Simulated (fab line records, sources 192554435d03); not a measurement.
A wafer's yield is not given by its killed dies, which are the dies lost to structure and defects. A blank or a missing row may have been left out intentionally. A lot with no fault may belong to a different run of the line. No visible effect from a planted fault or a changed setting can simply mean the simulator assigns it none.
Matching of chambers || flow n5 finfet || rie diel-02 running N5_BEOL_M0_SAQP_DESCUM_45: 4 sister chambers
The step chemistry O2, time 7 s. 4 wafers are shown with their chamber, then 7 later ones without.

== WAFERS, EACH WITH ITS CHAMBER ==
{"wafer": "L080.5", "chamber": 2, "oes product au (a.u.)": 0.68}
{"wafer": "L080.6", "chamber": 1, "oes product au (a.u.)": 0.71}
{"wafer": "L082.1", "chamber": 3, "oes product au (a.u.)": 0.69}
{"wafer": "L082.2", "chamber": 0, "oes product au (a.u.)": 0.96}

== WAFERS MISSING THEIR CHAMBER ==
{"wafer": "L082.5", "oes product au (a.u.)": 0.69}
{"wafer": "L091.2", "oes product au (a.u.)": 0.91}
{"wafer": "L091.4", "oes product au (a.u.)": 0.70}
{"wafer": "L091.6", "oes product au (a.u.)": 0.92}
{"wafer": "L096.1", "oes product au (a.u.)": 0.67}
{"wafer": "L096.3", "oes product au (a.u.)": 0.69}
{"wafer": "L096.5", "oes product au (a.u.)": 0.92}

== EACH ONE'S CHAMBER ==
{"wafer": "L082.5", "from the rows above": "can't be placed: 3 or 2 or 1", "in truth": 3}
{"wafer": "L091.2", "from the rows above": 0, "in truth": 0}
{"wafer": "L091.4", "from the rows above": "can't be placed: 1 or 3 or 2", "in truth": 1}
{"wafer": "L091.6", "from the rows above": 0, "in truth": 0}
{"wafer": "L096.1", "from the rows above": "can't be placed: 2 or 3 or 1", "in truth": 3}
{"wafer": "L096.3", "from the rows above": "can't be placed: 3 or 2 or 1", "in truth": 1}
{"wafer": "L096.5", "from the rows above": 0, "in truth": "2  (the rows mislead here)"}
Correct placement for 2 of the 7. Can't be placed from these rows: 4 (the true chamber is among the candidates in 4). Placed wrongly: 1.
How it was worked out, from the rows above alone: a wafer's distance from a chamber is the root of the sum, over the readings, of the square of ((its reading less the chamber's mean) divided by the reading's scatter). The wafer belongs to the nearest chamber; if the next one is less than 2 further off, it can't be placed. Each chamber's mean is taken over the wafers shown for it. The scatter: with one shown wafer a chamber, the root of the mean of the squares of how far each hidden wafer lies from its nearest shown one.
